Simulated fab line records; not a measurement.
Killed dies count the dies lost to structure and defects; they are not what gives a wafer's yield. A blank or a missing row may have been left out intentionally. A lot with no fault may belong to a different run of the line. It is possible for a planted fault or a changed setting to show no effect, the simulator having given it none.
Chamber matching || flow n5_finfet || rie_si-04 running N5_BEOL_M0_SAQP_MANDREL_ETCH_103: 4 sister chambers
The step etches a-Si in HBr/Cl2, stops on SiCN, target depth 45 nm, bt time 10 s, time 27 s. 16 wafers are shown with their chamber, then 8 later ones without.

EACH WAFER AND ITS CHAMBER
{"wafer": "L082.2", "chamber": 1, "drypump_motor_current_A (A)": 5.2, "throttle_valve_pct (%)": 35.5, "oes_product_au (a.u.)": 0.658}
{"wafer": "L082.3", "chamber": 0, "drypump_motor_current_A (A)": 5.7, "throttle_valve_pct (%)": 35.3, "oes_product_au (a.u.)": 0.702}
{"wafer": "L082.6", "chamber": 0, "drypump_motor_current_A (A)": 5.7, "throttle_valve_pct (%)": 35.4, "oes_product_au (a.u.)": 0.702}
{"wafer": "L084.1", "chamber": 3, "drypump_motor_current_A (A)": 5.7, "throttle_valve_pct (%)": 34.9, "oes_product_au (a.u.)": 0.701}
{"wafer": "L084.4", "chamber": 1, "drypump_motor_current_A (A)": 5.2, "throttle_valve_pct (%)": 35.5, "oes_product_au (a.u.)": 0.688}
{"wafer": "L084.6", "chamber": 3, "drypump_motor_current_A (A)": 5.7, "throttle_valve_pct (%)": 34.9, "oes_product_au (a.u.)": 0.702}
{"wafer": "L088.1", "chamber": 1, "drypump_motor_current_A (A)": 5.2, "throttle_valve_pct (%)": 35.5, "oes_product_au (a.u.)": 0.675}
{"wafer": "L088.3", "chamber": 0, "drypump_motor_current_A (A)": 5.7, "throttle_valve_pct (%)": 35.4, "oes_product_au (a.u.)": 0.705}
{"wafer": "L088.5", "chamber": 2, "drypump_motor_current_A (A)": 5.0, "throttle_valve_pct (%)": 35.8, "oes_product_au (a.u.)": 0.674}
{"wafer": "L089.2", "chamber": 0, "drypump_motor_current_A (A)": 5.7, "throttle_valve_pct (%)": 35.4, "oes_product_au (a.u.)": 0.694}
{"wafer": "L089.3", "chamber": 1, "drypump_motor_current_A (A)": 5.2, "throttle_valve_pct (%)": 35.6, "oes_product_au (a.u.)": 0.661}
{"wafer": "L089.6", "chamber": 0, "drypump_motor_current_A (A)": 5.6, "throttle_valve_pct (%)": 35.4, "oes_product_au (a.u.)": 0.705}
{"wafer": "L091.2", "chamber": 0, "drypump_motor_current_A (A)": 5.7, "throttle_valve_pct (%)": 35.4, "oes_product_au (a.u.)": 0.700}
{"wafer": "L091.3", "chamber": 1, "drypump_motor_current_A (A)": 5.2, "throttle_valve_pct (%)": 35.5, "oes_product_au (a.u.)": 0.665}
{"wafer": "L091.4", "chamber": 3, "drypump_motor_current_A (A)": 5.7, "throttle_valve_pct (%)": 34.9, "oes_product_au (a.u.)": 0.695}
{"wafer": "L092.2", "chamber": 3, "drypump_motor_current_A (A)": 5.7, "throttle_valve_pct (%)": 34.9, "oes_product_au (a.u.)": 0.698}

SIGNATURES, as means of the wafers listed above
{"reading": "drypump_motor_current_A", "chamber 0": 5.683, "chamber 1": 5.200, "chamber 2": 5.000, "chamber 3": 5.700, "scatter within a chamber": 0.0264}
{"reading": "throttle_valve_pct", "chamber 0": 35.383, "chamber 1": 35.520, "chamber 2": 35.800, "chamber 3": 34.900, "scatter within a chamber": 0.0369}
{"reading": "oes_product_au", "chamber 0": 0.70133, "chamber 1": 0.66940, "chamber 2": 0.67400, "chamber 3": 0.69900, "scatter within a chamber": 0.00769}
Rule: for a wafer and a chamber, the distance is found by dividing, reading by reading, the gap between the wafer's reading and the chamber's mean by the reading's scatter, squaring, summing and taking the root. The wafer belongs to the nearest chamber; if the next one is less than 2 further off, it can't be placed. The scatter: take each reading less its chamber's mean, square it, sum over the shown wafers, divide by the number of wafers less the number of chambers, and take the root.

WAFERS MISSING THEIR CHAMBER
{"wafer": "L092.4", "drypump_motor_current_A (A)": 5.0, "throttle_valve_pct (%)": 35.8, "oes_product_au (a.u.)": 0.673}
{"wafer": "L092.6", "drypump_motor_current_A (A)": 5.0, "throttle_valve_pct (%)": 35.8, "oes_product_au (a.u.)": 0.675}
{"wafer": "L095.1", "drypump_motor_current_A (A)": 5.7, "throttle_valve_pct (%)": 35.4, "oes_product_au (a.u.)": 0.682}
{"wafer": "L095.2", "drypump_motor_current_A (A)": 5.0, "throttle_valve_pct (%)": 35.8, "oes_product_au (a.u.)": 0.664}
{"wafer": "L095.4", "drypump_motor_current_A (A)": 5.2, "throttle_valve_pct (%)": 35.5, "oes_product_au (a.u.)": 0.675}
{"wafer": "L096.1", "drypump_motor_current_A (A)": 5.6, "throttle_valve_pct (%)": 35.4, "oes_product_au (a.u.)": 0.697}
{"wafer": "L096.3", "drypump_motor_current_A (A)": 5.2, "throttle_valve_pct (%)": 35.5, "oes_product_au (a.u.)": 0.672}
{"wafer": "L096.5", "drypump_motor_current_A (A)": 5.2, "throttle_valve_pct (%)": 35.5, "oes_product_au (a.u.)": 0.672}

EACH ONE'S CHAMBER
{"wafer": "L092.4", "from the rows above": 2, "in truth": 2}
{"wafer": "L092.6", "from the rows above": 2, "in truth": 2}
{"wafer": "L095.1", "from the rows above": 0, "in truth": 0}
{"wafer": "L095.2", "from the rows above": 2, "in truth": 2}
{"wafer": "L095.4", "from the rows above": 1, "in truth": 1}
{"wafer": "L096.1", "from the rows above": 0, "in truth": 0}
{"wafer": "L096.3", "from the rows above": 1, "in truth": 1}
{"wafer": "L096.5", "from the rows above": 1, "in truth": 1}
Correctly placed: 8 of 8. Left unplaced by these rows: 0. Placed wrongly: 0.
